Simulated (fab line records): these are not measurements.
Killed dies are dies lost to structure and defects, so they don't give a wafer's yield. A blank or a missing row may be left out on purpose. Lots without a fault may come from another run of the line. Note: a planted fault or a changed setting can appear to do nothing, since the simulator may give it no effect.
fab line records | flow nand-harc | part 2 of 2: steps 5 to 6 of 6
record lots=22 | wafers=66 | last-day=33
route steps=1302 shown A_STAIRCASE@679
lots with no fault: from the same line, run without faults
start-h: hours from the record's opening day to when the first of the lot's shown wafers began | wait-h: hours elapsed since this lot's preceding step | " identical to the entry in the row above | L1.1+2: a single row standing in for several wafers | - no value, or no start given | * or withheld: withheld | < > ~ a bound
route shown NAME@n: names a module that has steps shown in the file, with the first one's number in the route | usual: average and standard deviation across the fault-free wafers | same: alike in all rows | chamber/n: place in a boat | sites: per-site readings | _std_site: the values' standard deviation | _edge_site: the outer-site mean with the inner-site mean subtracted | radius-mm: how far each site lies from the wafer's centre | mask NAME#n: copy n | behind: the most recent tool/chamber to have shaped the wafer | hold: reason for holding the lot/hours on hold/outcome of the hold | device: the transistor (n, p or np) that didn't switch | end of line: the tests these same wafers got at the end of their route | where a step has no rows: the recipe by itself | killed: at the first sort, the dies lost to defects and structure; wafer yield is something else | map: a wafer's dies, x killed, . not, _ none there
set.NAME: the setting as run; set.NAME@STEP: as run at that earlier step | model.NAME: the simulator's own value behind a step, which no gauge read
the route's steps for a sample of lots (tables are steps, rows are wafers)
services: the hour from which a tool's chamber was out of use, counted from the record's first day as start-h (under 0 if before that day), plus the number of hours and why
## steps
# step NHARC_A_STAIRCASE_TRIM_226
# recipe time-s=211.2 | o2-flow-sccm=500 | ar-flow-sccm=0 | bias-w=0 | chemistry=O2
# usual drypump-motor-current-A=5.8/0.47 | oes-product-au=1.001/0.012 | rf-vpp-V=57.9/0.78 | showerhead-plenum-p-Torr=3.55/0.15 | throttle-valve-pct=17.037/0.0096
lot.wafer | tool        | chamber | start-h | wait-h | drypump-motor-current-A | oes-product-au | rf-hours-counter-h | rf-vpp-V | showerhead-plenum-p-Torr | throttle-valve-pct
L074.4    | rie-diel-13 | 1       | -       | -      | 5.5                     | 0.988          | 1                  | 60.9     | 3.81                     | 17.035
L074.6    | "           | 0       | "       | "      | 5.9                     | 1.004          | -                  | 58.3     | 3.43                     | 17.013
L074.5    | "           | 1       | "       | "      | 5.5                     | 0.996          | -                  | 57.4     | 3.81                     | 17.041
L076.4    | rie-diel-13 | 2       | -       | -      | 5.9                     | 1.010          | 13                 | 58.2     | 3.55                     | 17.040
L076.2    | "           | 3       | "       | "      | 6.6                     | 0.999          | 13                 | 56.7     | 3.32                     | 17.033
L076.6    | "           | 1       | "       | "      | 5.5                     | 0.995          | -                  | 58.5     | 3.80                     | 17.031
L077.1    | rie-diel-04 | 2       | -       | -      | 6.0                     | 1.015          | 7                  | 57.7     | 3.80                     | 17.062
L077.4    | "           | 1       | "       | "      | 4.8                     | 0.993          | 9                  | 58.6     | 3.71                     | 17.058
L077.6    | "           | 2       | "       | "      | 6.0                     | 1.029          | -                  | 58.9     | 3.80                     | 17.056
L078.4    | rie-diel-08 | 1       | -       | -      | 5.9                     | 1.015          | 4                  | 57.4     | 3.49                     | 17.035
L078.2    | "           | 2       | "       | "      | 5.4                     | 1.004          | 4                  | 58.7     | 3.53                     | 17.039
L078.3    | "           | 3       | "       | "      | 5.5                     | 0.996          | 4                  | 56.2     | 3.40                     | 17.031
L079.4    | rie-diel-08 | 2       | -       | -      | 5.4                     | 1.001          | 10                 | 56.8     | 3.53                     | 17.043
L079.2    | "           | 0       | "       | "      | 5.5                     | 1.001          | 8                  | 58.8     | 3.56                     | 17.012
L079.6    | "           | 2       | "       | "      | 5.4                     | 1.001          | -                  | 57.9     | 3.53                     | 17.037
L080.2    | rie-diel-04 | 1       | -       | -      | 4.8                     | 0.994          | 14                 | 58.3     | 3.70                     | 17.042
L080.6    | "           | 0       | "       | "      | 6.1                     | 0.992          | -                  | 58.2     | 3.64                     | 17.022
L080.5    | "           | 1       | "       | "      | 4.8                     | 0.981          | -                  | 57.7     | 3.70                     | 17.021
L081.1    | rie-diel-08 | 2       | -       | -      | 5.4                     | 1.001          | 19                 | 57.9     | 3.52                     | 17.044
L081.5    | "           | 0       | "       | "      | 5.5                     | 0.998          | -                  | 59.8     | 3.56                     | 17.044
L081.6    | "           | 1       | "       | "      | 5.9                     | 0.981          | -                  | 58.3     | 3.49                     | 17.033
L082.4    | rie-diel-08 | 0       | -       | -      | 5.5                     | 1.009          | 15                 | 57.7     | 3.56                     | 17.044
L082.1    | "           | 2       | "       | "      | 5.4                     | 1.002          | 19                 | 57.2     | 3.52                     | 17.044
L082.6    | "           | 1       | "       | "      | 5.9                     | 1.007          | -                  | 58.2     | 3.49                     | 17.061
L083.2    | rie-diel-13 | 0       | -       | -      | 5.9                     | 0.996          | 42                 | 56.7     | 3.40                     | 17.032
L083.3    | "           | 1       | "       | "      | 5.5                     | 1.000          | 41                 | 59.3     | 3.78                     | 17.037
L083.4    | "           | 2       | "       | "      | 5.9                     | 1.015          | 38                 | 58.6     | 3.53                     | 17.038
L086.1    | rie-diel-13 | 1       | -       | -      | 5.5                     | 0.988          | 43                 | 58.3     | 3.78                     | 17.042
L086.6    | "           | 1       | "       | "      | 5.5                     | 0.992          | -                  | 58.4     | 3.78                     | 17.043
L086.5    | "           | 2       | "       | "      | 5.9                     | 1.010          | -                  | 57.9     | 3.53                     | 17.039
L084.3    | rie-diel-13 | 3       | -       | -      | 6.6                     | 1.004          | 46                 | 57.1     | 3.30                     | 17.035
L084.1    | "           | 0       | "       | "      | 5.9                     | 1.004          | 45                 | 58.2     | 3.40                     | 17.036
L084.5    | "           | 2       | "       | "      | 5.9                     | 1.010          | -                  | 56.6     | 3.53                     | 17.033
L085.2    | rie-diel-04 | 1       | -       | -      | 4.8                     | 0.989          | 29                 | 58.3     | 3.69                     | 17.045
L085.4    | "           | 3       | "       | "      | 6.4                     | 1.017          | 27                 | 58.8     | 3.42                     | 17.041
L085.5    | "           | 2       | "       | "      | 6.0                     | 1.018          | -                  | 57.2     | 3.79                     | 17.038
L087.1    | rie-diel-08 | 1       | -       | -      | 5.9                     | 1.015          | 36                 | 57.4     | 3.48                     | 17.032
L087.3    | "           | 2       | "       | "      | 5.4                     | 1.012          | 30                 | 57.3     | 3.52                     | 17.031
L087.5    | "           | 0       | "       | "      | 5.5                     | 1.011          | -                  | 57.1     | 3.55                     | 17.032
L088.4    | rie-diel-08 | 0       | -       | -      | 5.5                     | 1.008          | 39                 | 57.1     | 3.55                     | 17.038
L088.2    | "           | 1       | "       | "      | 5.9                     | 1.013          | 39                 | 58.5     | 3.47                     | 17.038
L088.6    | "           | 3       | "       | "      | 5.5                     | 0.993          | -                  | 58.4     | 3.37                     | 17.037
L091.4    | rie-diel-04 | 1       | -       | -      | 4.9                     | 0.990          | 44                 | 59.1     | 3.69                     | 17.042
L091.2    | "           | 3       | "       | "      | 6.4                     | 1.002          | 43                 | 57.1     | 3.41                     | 17.039
L091.3    | "           | 0       | "       | "      | 6.1                     | 0.986          | 50                 | 57.2     | 3.62                     | 17.035
L090.1    | rie-diel-04 | 1       | -       | -      | 4.8                     | 0.983          | 45                 | 57.2     | 3.68                     | 17.026
L090.4    | "           | 2       | "       | "      | 6.0                     | 1.009          | 41                 | 58.4     | 3.78                     | 17.034
L090.5    | "           | 2       | "       | "      | 6.0                     | 1.010          | -                  | 58.6     | 3.78                     | 17.029
L092.4    | rie-diel-04 | 3       | -       | -      | 6.4                     | 0.995          | 8                  | 57.8     | 3.41                     | 17.030
L092.6    | "           | 3       | "       | "      | 6.4                     | 1.000          | -                  | 57.3     | 3.41                     | 17.047
L092.5    | "           | 0       | "       | "      | 6.1                     | 0.971          | -                  | 56.6     | 3.62                     | 17.024
L093.3    | rie-diel-13 | 3       | -       | -      | 6.6                     | 0.998          | 14                 | 58.3     | 3.29                     | 17.036
L093.2    | "           | 2       | "       | "      | 5.9                     | 1.026          | 13                 | 58.0     | 3.52                     | 17.038
L093.6    | "           | 0       | "       | "      | 5.9                     | 1.008          | -                  | 57.9     | 3.39                     | 17.023
L094.4    | rie-diel-08 | 1       | -       | -      | 5.9                     | 0.980          | 3                  | 58.1     | 3.47                     | 17.041
L094.1    | "           | 2       | "       | "      | 5.5                     | 1.014          | 3                  | 58.6     | 3.51                     | 17.028
L094.5    | "           | 2       | "       | "      | 5.5                     | 1.000          | -                  | 57.3     | 3.51                     | 17.021
L095.4    | rie-diel-08 | 0       | -       | -      | 5.6                     | 1.020          | 6                  | 58.6     | 3.54                     | 17.037
L095.1    | "           | 1       | "       | "      | 5.9                     | 0.988          | 5                  | 57.8     | 3.46                     | 17.040
L095.3    | "           | 3       | "       | "      | 5.5                     | 1.004          | 6                  | 57.8     | 3.36                     | 17.028
L096.3    | rie-diel-04 | 2       | -       | -      | 6.1                     | 1.015          | 16                 | 57.9     | 3.77                     | 17.025
L096.1    | "           | 3       | "       | "      | 6.4                     | 0.998          | 16                 | 59.2     | 3.40                     | 17.038
L096.6    | "           | 2       | "       | "      | 6.1                     | 1.006          | -                  | 56.6     | 3.77                     | 17.052
L097.4    | rie-diel-04 | 1       | -       | -      | 4.8                     | 0.994          | 18                 | 57.5     | 3.67                     | 17.031
L097.2    | "           | 0       | "       | "      | 6.1                     | 0.968          | 19                 | 57.4     | 3.61                     | 17.035
L097.5    | "           | 1       | "       | "      | 4.8                     | 0.989          | -                  | 58.5     | 3.67                     | 17.029
# step NHARC_A_STAIRCASE_STRIP_295
# recipe o2-flow-sccm=500 | ar-flow-sccm=0 | bias-w=0 | chemistry=O2
# usual drypump-motor-current-A=5.8/0.46 | oes-product-au=1.001/0.012 | rf-vpp-V=57.7/0.9 | showerhead-plenum-p-Torr=3.56/0.15 | throttle-valve-pct=17.035/0.0095
lot.wafer | tool        | chamber | start-h | wait-h | drypump-motor-current-A | oes-product-au | rf-hours-counter-h | rf-vpp-V | showerhead-plenum-p-Torr | throttle-valve-pct
L074.4    | rie-diel-04 | 1       | -       | -      | 4.9                     | 0.996          | -                  | 59.1     | 3.71                     | 17.019
L074.5    | "           | 0       | "       | "      | 6.1                     | 0.986          | -                  | 58.0     | 3.65                     | 17.032
L074.6    | "           | 1       | "       | "      | 4.8                     | 0.991          | -                  | 58.2     | 3.71                     | 17.040
L076.2    | rie-diel-13 | 3       | -       | -      | 6.6                     | 0.999          | 17                 | 57.7     | 3.32                     | 17.025
L076.4    | "           | 0       | "       | "      | 5.9                     | 1.003          | 17                 | 58.4     | 3.42                     | 17.042
L076.6    | "           | 3       | "       | "      | 6.6                     | 0.986          | -                  | 56.9     | 3.32                     | 17.042
L077.4    | rie-diel-04 | 1       | -       | -      | 4.8                     | 0.983          | 12                 | 56.0     | 3.70                     | 17.038
L077.1    | "           | 2       | "       | "      | 6.0                     | 1.017          | 10                 | 59.3     | 3.80                     | 17.039
L077.6    | "           | 1       | "       | "      | 4.8                     | 0.981          | -                  | 57.6     | 3.70                     | 17.029
L078.3    | rie-diel-08 | 2       | -       | -      | 5.5                     | 0.998          | 11                 | 56.1     | 3.53                     | 17.033
L078.2    | "           | 3       | "       | "      | 5.5                     | 0.984          | 11                 | 57.9     | 3.39                     | 17.038
L078.4    | "           | 0       | "       | "      | 5.6                     | 0.993          | 9                  | 57.3     | 3.56                     | 17.024
L079.4    | rie-diel-08 | 2       | -       | -      | 5.5                     | 1.004          | 12                 | 59.5     | 3.53                     | 17.019
L079.2    | "           | 3       | "       | "      | 5.5                     | 1.015          | 12                 | 56.7     | 3.39                     | 17.042
L079.6    | "           | 2       | "       | "      | 5.4                     | 1.007          | -                  | 58.5     | 3.53                     | 17.044
L080.2    | rie-diel-04 | 3       | -       | -      | 6.4                     | 1.008          | 14                 | 58.1     | 3.43                     | 17.006
L080.6    | "           | 2       | "       | "      | 6.0                     | 1.021          | -                  | 57.0     | 3.80                     | 17.041
L080.5    | "           | 3       | "       | "      | 6.4                     | 1.011          | -                  | 57.1     | 3.43                     | 17.023
L081.1    | rie-diel-04 | 1       | -       | -      | 4.8                     | 0.992          | 23                 | 58.0     | 3.70                     | 17.046
L081.6    | "           | 3       | "       | "      | 6.4                     | 1.017          | -                  | 58.1     | 3.43                     | 17.023
L081.5    | "           | 0       | "       | "      | 6.1                     | 0.982          | -                  | 58.3     | 3.64                     | 17.035
L082.1    | rie-diel-04 | 2       | -       | -      | 6.0                     | 1.014          | 22                 | 58.7     | 3.80                     | 17.022
L082.4    | "           | 3       | "       | "      | 6.4                     | 1.005          | 22                 | 57.9     | 3.43                     | 17.031
L082.6    | "           | 3       | "       | "      | 6.4                     | 1.002          | -                  | 58.3     | 3.43                     | 17.042
L083.3    | rie-diel-13 | 2       | -       | -      | 5.9                     | 1.007          | 42                 | 57.8     | 3.53                     | 17.037
L083.2    | "           | 3       | "       | "      | 6.6                     | 1.007          | 48                 | 58.0     | 3.30                     | 17.034
L083.4    | "           | 0       | "       | "      | 5.9                     | 0.998          | 47                 | 55.7     | 3.40                     | 17.017
L086.1    | rie-diel-04 | 0       | -       | -      | 6.1                     | 0.990          | 40                 | 58.2     | 3.63                     | 17.036
L086.5    | "           | 1       | "       | "      | 4.8                     | 0.985          | -                  | 57.5     | 3.69                     | 17.028
L086.6    | "           | 2       | "       | "      | 6.0                     | 1.019          | -                  | 58.1     | 3.79                     | 17.036
L084.1    | rie-diel-13 | 0       | -       | -      | 5.9                     | 0.997          | 50                 | 58.2     | 3.40                     | 17.054
L084.3    | "           | 3       | "       | "      | 6.6                     | 1.000          | 51                 | 58.4     | 3.30                     | 17.030
L084.5    | "           | 0       | "       | "      | 5.9                     | 0.989          | -                  | 57.6     | 3.40                     | 17.053
L085.2    | rie-diel-04 | 1       | -       | -      | 4.8                     | 0.983          | 37                 | 57.6     | 3.69                     | 17.025
L085.4    | "           | 0       | "       | "      | 6.1                     | 0.987          | 42                 | 57.7     | 3.63                     | 17.046
L085.5    | "           | 2       | "       | "      | 6.0                     | 1.016          | -                  | 57.9     | 3.79                     | 17.036
L087.1    | rie-diel-04 | 3       | -       | -      | 6.4                     | 0.996          | 42                 | 57.3     | 3.41                     | 17.017
L087.3    | "           | 0       | "       | "      | 6.1                     | 0.991          | 50                 | 56.7     | 3.62                     | 17.020
L087.5    | "           | 0       | "       | "      | 6.1                     | 0.987          | -                  | 58.4     | 3.62                     | 17.035
L088.4    | rie-diel-08 | 1       | -       | -      | 5.9                     | 0.999          | 45                 | 57.9     | 3.47                     | 17.043
L088.2    | "           | 3       | "       | "      | 5.5                     | 0.998          | 50                 | 57.2     | 3.37                     | 17.033
L088.6    | "           | 2       | "       | "      | 5.4                     | 0.998          | -                  | 57.8     | 3.51                     | 17.031
L091.2    | rie-diel-13 | 1       | -       | -      | 5.5                     | 0.997          | 4                  | 57.4     | 3.77                     | 17.034
L091.3    | "           | 2       | "       | "      | 5.9                     | 1.016          | 6                  | 56.5     | 3.52                     | 17.030
L091.4    | "           | 0       | "       | "      | 5.9                     | 0.997          | 5                  | 57.6     | 3.39                     | 17.034
L090.4    | rie-diel-13 | 2       | -       | -      | 5.9                     | 1.017          | 6                  | 57.4     | 3.52                     | 17.050
L090.1    | "           | 3       | "       | "      | 6.6                     | 1.000          | 6                  | 57.5     | 3.29                     | 17.039
L090.5    | "           | 2       | "       | "      | 5.9                     | 1.023          | -                  | 58.5     | 3.52                     | 17.025
L092.4    | rie-diel-04 | 3       | -       | -      | 6.3                     | 0.998          | 15                 | 57.5     | 3.40                     | 17.034
L092.6    | "           | 0       | "       | "      | 6.1                     | 0.983          | -                  | 57.9     | 3.61                     | 17.030
L092.5    | "           | 1       | "       | "      | 4.8                     | 0.992          | -                  | 57.7     | 3.68                     | 17.020
L093.2    | rie-diel-08 | 3       | -       | -      | 5.5                     | 1.003          | 7                  | 57.4     | 3.36                     | 17.036
L093.3    | "           | 0       | "       | "      | 5.5                     | 1.022          | 8                  | 57.6     | 3.53                     | 17.041
L093.6    | "           | 1       | "       | "      | 5.9                     | 0.983          | -                  | 58.0     | 3.46                     | 17.020
L094.1    | rie-diel-08 | 3       | -       | -      | 5.5                     | 1.018          | 8                  | 56.5     | 3.36                     | 17.043
L094.4    | "           | 0       | "       | "      | 5.5                     | 1.023          | 9                  | 57.9     | 3.53                     | 17.027
L094.5    | "           | 3       | "       | "      | 5.5                     | 1.015          | -                  | 58.6     | 3.36                     | 17.031
L095.1    | rie-diel-13 | 1       | -       | -      | 5.5                     | 0.991          | 23                 | 58.1     | 3.76                     | 17.037
L095.4    | "           | 2       | "       | "      | 5.9                     | 1.023          | 24                 | 57.0     | 3.51                     | 17.026
L095.3    | "           | 3       | "       | "      | 6.6                     | 0.984          | 23                 | 56.2     | 3.28                     | 17.037
L096.1    | rie-diel-08 | 0       | -       | -      | 5.5                     | 1.010          | 17                 | 58.2     | 3.53                     | 17.050
L096.3    | "           | 3       | "       | "      | 5.5                     | 0.998          | 16                 | 56.8     | 3.36                     | 17.021
L096.6    | "           | 0       | "       | "      | 5.6                     | 1.000          | -                  | 57.0     | 3.53                     | 17.042
L097.2    | rie-diel-08 | 0       | -       | -      | 5.5                     | 1.007          | 19                 | 57.7     | 3.53                     | 17.039
L097.4    | "           | 0       | "       | "      | 5.5                     | 0.999          | -                  | 57.1     | 3.53                     | 17.043
L097.5    | "           | 1       | "       | "      | 5.9                     | 0.999          | -                  | 57.1     | 3.46                     | 17.026
## services
tool        | chamber | start-h | hours | kind
rie-diel-04 | 0       | 335.91  | -     | clean
rie-diel-04 | 1       | 335.91  | -     | clean
rie-diel-04 | 2       | 335.91  | -     | clean
rie-diel-04 | 3       | 335.91  | -     | clean
rie-diel-13 | -       | 342.06  | 9.0   | pm
rie-diel-04 | -       | 356.45  | 9.0   | pm
rie-diel-04 | 0       | 356.45  | 9.0   | vent-cycle
rie-diel-04 | 1       | 356.45  | 9.0   | vent-cycle
rie-diel-04 | 2       | 356.45  | 9.0   | vent-cycle
rie-diel-04 | 3       | 356.45  | 9.0   | vent-cycle
rie-diel-04 | 0       | 365.45  | -     | clean
rie-diel-04 | 2       | 365.45  | -     | clean
rie-diel-04 | 3       | 366.72  | 9.6   | repair
rie-diel-08 | -       | 368.13  | 9.0   | pm
rie-diel-04 | 3       | 380.24  | 6.1   | repair
rie-diel-04 | 1       | 398.20  | 6.0   | repair
rie-diel-08 | 2       | 464.98  | 26.5  | repair
rie-diel-13 | 1       | 502.11  | 6.3   | repair
rie-diel-13 | 3       | 503.17  | 2.0   | repair
rie-diel-13 | -       | 519.06  | 9.0   | pm
rie-diel-04 | -       | 533.45  | 9.0   | pm
rie-diel-13 | 0       | 590.19  | 16.5  | repair
rie-diel-13 | 3       | 593.53  | 2.5   | repair
rie-diel-08 | 3       | 610.14  | 12.8  | repair
